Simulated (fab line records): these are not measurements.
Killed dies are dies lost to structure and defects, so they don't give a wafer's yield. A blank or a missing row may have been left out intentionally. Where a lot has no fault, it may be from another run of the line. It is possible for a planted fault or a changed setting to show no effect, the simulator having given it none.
Matching of chambers	flow nand_harc	NHARC_A_STAIRCASE_DESCUM_252 on rie_diel-09: 4 sister chambers
The step chemistry O2, time 3 s. 22 wafers are shown with their chamber, then 11 later ones without.

EACH WAFER AND ITS CHAMBER
wafer	chamber	drypump_motor_current_A (A)	showerhead_plenum_p_Torr (Torr)	oes_product_au (a.u.)
L077.1	3	5.6	2.02	0.999
L077.2	2	5.6	1.98	0.999
L077.3	0	6.4	1.97	0.988
L077.4	1	5.0	1.79	1.000
L077.5	3	5.6	2.02	1.004
L077.6	2	5.6	1.98	0.996
L079.3	2	5.6	1.98	0.986
L079.4	0	6.4	1.96	0.988
L079.5	0	6.4	1.96	0.990
L078.2	3	5.6	2.02	1.005
L078.5	0	6.3	1.96	0.998
L078.6	3	5.6	2.02	1.009
L081.2	0	6.4	1.96	0.989
L081.4	3	5.6	2.01	1.018
L081.6	1	5.0	1.79	1.013
L080.1	1	5.0	1.79	1.003
L080.4	0	6.4	1.96	0.993
L080.5	0	6.4	1.96	0.995
L084.2	2	5.6	1.97	1.014
L084.4	3	5.6	2.01	1.005
L084.5	0	6.4	1.96	0.998
L082.1	3	5.6	2.01	1.004

SIGNATURES (means of the wafers above)
reading	chamber 0	chamber 1	chamber 2	chamber 3	scatter within a chamber
drypump_motor_current_A	6.388	5.000	5.600	5.600	0.022
showerhead_plenum_p_Torr	1.9612	1.7900	1.9775	2.0157	0.00431
oes_product_au	0.99238	1.00533	0.99875	1.00629	0.0068
Rule: distance of a wafer from a chamber = root of the sum over the readings of ((wafer's reading minus chamber's mean) / reading's scatter) squared. The wafer belongs to the nearest chamber; if the next one is less than 2 further off, it can't be placed. The scatter is the square root of a quotient: the sum, over the shown wafers, of each reading's squared deviation from its chamber's mean, divided by wafers minus chambers.

WAFERS WHOSE CHAMBER IS MISSING
wafer	drypump_motor_current_A (A)	showerhead_plenum_p_Torr (Torr)	oes_product_au (a.u.)
L082.4	6.4	1.96	0.985
L082.6	5.0	1.79	1.001
L095.2	5.6	1.96	0.995
L095.5	5.6	2.00	0.997
L095.6	6.4	1.95	0.985
L096.1	5.6	2.00	1.004
L096.3	5.0	1.78	1.017
L096.5	5.6	2.00	1.010
L094.3	5.6	1.96	1.011
L094.4	5.0	1.78	1.018
L094.5	5.1	1.78	1.010

CHAMBER TAKEN BY EACH
wafer	from the rows above	in truth
L082.4	0	0
L082.6	1	1
L095.2	2	2
L095.5	can't be placed: 3 or 2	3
L095.6	0	0
L096.1	can't be placed: 3 or 2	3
L096.3	1	1
L096.5	can't be placed: 3 or 2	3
L094.3	2	2
L094.4	1	1
L094.5	1	1
Correct placement for 8 of the 11. Can't be placed from these rows: 3 (the true chamber is among the candidates in 3). Wrongly placed: 0.
